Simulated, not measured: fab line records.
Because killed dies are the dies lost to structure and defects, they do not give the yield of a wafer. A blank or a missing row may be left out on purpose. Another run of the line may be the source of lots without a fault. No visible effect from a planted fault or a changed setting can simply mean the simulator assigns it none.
Chamber matching + flow nand harc + NHARC_A_WL_FILL_ALD_10 on ald hk-04 has 4 sister chambers
The step deposits SiO2, target thk 50 nm, pulse time 10 s, ald cycles 500. 16 wafers are shown with their chamber, then 8 later ones without.

## WAFERS WITH THEIR CHAMBER
| wafer  | chamber | heater power w (W) | precursor pulse height rel |
|--------|---------|--------------------|----------------------------|
| L074.3 | 1       | 429                | 1.016                      |
| L074.5 | 3       | 405                | 0.977                      |
| L074.6 | 2       | 477                | 1.013                      |
| L078.2 | 0       | 494                | 1.011                      |
| L078.4 | 3       | 408                | 0.958                      |
| L078.5 | 3       | 392                | 0.976                      |
| L080.4 | 3       | 414                | 0.996                      |
| L080.5 | 2       | 490                | 0.995                      |
| L080.6 | 3       | 417                | 0.984                      |
| L081.1 | 0       | 494                | 1.018                      |
| L081.2 | 2       | 488                | 1.034                      |
| L081.3 | 1       | 429                | 0.991                      |
| L085.1 | 1       | 436                | 0.999                      |
| L085.4 | 0       | 494                | 0.994                      |
| L085.6 | 3       | 401                | 1.021                      |
| L088.1 | 1       | 431                | 0.985                      |

SIGNATURES (averages over the wafers above)
| reading                    | chamber 0 | chamber 1 | chamber 2 | chamber 3 | scatter within a chamber |
|----------------------------|-----------|-----------|-----------|-----------|--------------------------|
| heater power w             | 494.00    | 431.25    | 485.00    | 406.17    | 6.72                     |
| precursor pulse height rel | 1.00767   | 0.99775   | 1.01400   | 0.98533   | 0.018                    |
Rule: a wafer's distance from a chamber is the root of the sum, over the readings, of the square of ((its reading less the chamber's mean) divided by the reading's scatter). The wafer belongs to the nearest chamber; if the next one is less than 2 further off, it can't be placed. The scatter: the root of (the sum of the squares of (reading less its chamber's mean) over the shown wafers, divided by (wafers less chambers)).

## WAFERS WITH NO CHAMBER GIVEN
| wafer  | heater power w (W) | precursor pulse height rel |
|--------|--------------------|----------------------------|
| L088.2 | 486                | 1.005                      |
| L088.4 | 497                | 0.997                      |
| L096.1 | 484                | 0.996                      |
| L096.4 | 456                | 1.035                      |
| L096.5 | 490                | 1.024                      |
| L097.2 | 415                | 0.995                      |
| L097.3 | 474                | 0.988                      |
| L097.6 | 490                | 1.020                      |

## EACH ONE'S CHAMBER
| wafer  | from the rows above          | in truth |
|--------|------------------------------|----------|
| L088.2 | can't be placed: 2 or 0      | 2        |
| L088.4 | can't be placed: 0 or 2      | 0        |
| L096.1 | can't be placed: 2 or 0      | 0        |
| L096.4 | can't be placed: 1 or 2 or 0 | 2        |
| L096.5 | can't be placed: 2 or 0      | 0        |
| L097.2 | can't be placed: 3 or 1      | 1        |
| L097.3 | can't be placed: 2 or 0      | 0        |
| L097.6 | can't be placed: 2 or 0      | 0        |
Placed correctly: 0 of 8. Can't be placed from these rows: 8 (the true chamber is among the candidates in 8). Placed wrongly: 0.
